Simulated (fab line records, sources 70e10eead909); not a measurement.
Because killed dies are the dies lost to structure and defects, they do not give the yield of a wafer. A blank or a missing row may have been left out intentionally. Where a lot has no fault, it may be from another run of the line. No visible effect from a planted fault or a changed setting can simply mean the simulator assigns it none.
Chamber matching + flow nand-harc + NHARC_A_CHANNEL_FILL_D2_CMP_10 on cmp-03: 4 sister chambers
The step polishes, target thk 150 nm. 14 wafers are shown with their chamber, then 7 later ones without.

## WAFERS PAIRED WITH THEIR CHAMBERS
| wafer  | chamber | motor-current-A (A) | time-to-endpoint-s (s) | retaining-ring-pressure-frac |
|--------|---------|---------------------|------------------------|------------------------------|
| L077.1 | 1       | 13.1                | 14.7                   | 0.999                        |
| L077.2 | 2       | 13.1                | 14.3                   | 0.992                        |
| L077.3 | 0       | 12.0                | 11.6                   | 1.003                        |
| L078.1 | 2       | 13.7                | 17.7                   | 0.993                        |
| L078.2 | 1       | 12.9                | 16.0                   | 0.999                        |
| L078.4 | 3       | 11.9                | 13.3                   | 1.000                        |
| L079.2 | 2       | 13.5                | 15.0                   | 1.000                        |
| L079.5 | 2       | 13.7                | 13.1                   | 0.994                        |
| L079.6 | 3       | 11.7                | 12.6                   | 0.995                        |
| L085.1 | 1       | 13.1                | 15.5                   | 0.998                        |
| L085.2 | 3       | 10.9                | 12.4                   | 0.994                        |
| L085.4 | 0       | 11.1                | 13.6                   | 1.005                        |
| L089.3 | 3       | 11.3                | 14.1                   | 1.002                        |
| L089.4 | 1       | 13.9                | 16.7                   | 1.010                        |

SIGNATURES, as means of the wafers listed above
| reading                      | chamber 0 | chamber 1 | chamber 2 | chamber 3 | scatter within a chamber |
|------------------------------|-----------|-----------|-----------|-----------|--------------------------|
| motor-current-A              | 11.550    | 13.250    | 13.500    | 11.450    | 0.427                    |
| time-to-endpoint-s           | 12.600    | 15.725    | 15.025    | 13.100    | 1.32                     |
| retaining-ring-pressure-frac | 1.00400   | 1.00150   | 0.99475   | 0.99775   | 0.00427                  |
Rule: for a wafer and a chamber, the distance is found by dividing, reading by reading, the gap between the wafer's reading and the chamber's mean by the reading's scatter, squaring, summing and taking the root. If the next closest chamber is less than 2 further off than the closest, the wafer can't be placed; otherwise it belongs to the closest. The scatter: the root of (the sum of the squares of (reading less its chamber's mean) over the shown wafers, divided by (wafers less chambers)).

## WAFERS WHOSE CHAMBER IS MISSING
| wafer  | motor-current-A (A) | time-to-endpoint-s (s) | retaining-ring-pressure-frac |
|--------|---------------------|------------------------|------------------------------|
| L089.6 | 11.5                | 14.5                   | 1.001                        |
| L093.2 | 12.8                | 11.5                   | 1.007                        |
| L093.3 | 11.2                | 11.2                   | 1.002                        |
| L093.4 | 13.3                | 14.0                   | 1.005                        |
| L095.1 | 11.6                | 12.1                   | 0.997                        |
| L095.3 | 13.6                | 11.4                   | 1.001                        |
| L095.6 | 13.2                | 11.3                   | 1.001                        |

## CHAMBER TAKEN BY EACH
| wafer  | from the rows above               | in truth |
|--------|-----------------------------------|----------|
| L089.6 | can't be placed: 3 or 0           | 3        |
| L093.2 | can't be placed: 0 or 1 or 3 or 2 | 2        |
| L093.3 | can't be placed: 0 or 3           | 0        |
| L093.4 | can't be placed: 1 or 2           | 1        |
| L095.1 | can't be placed: 3 or 0           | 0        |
| L095.3 | can't be placed: 2 or 1 or 0      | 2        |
| L095.6 | can't be placed: 2 or 1 or 0 or 3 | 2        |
0 of 7 placed correctly. Can't be placed from these rows: 7 (the true chamber is among the candidates in 7). Placed wrongly: 0.
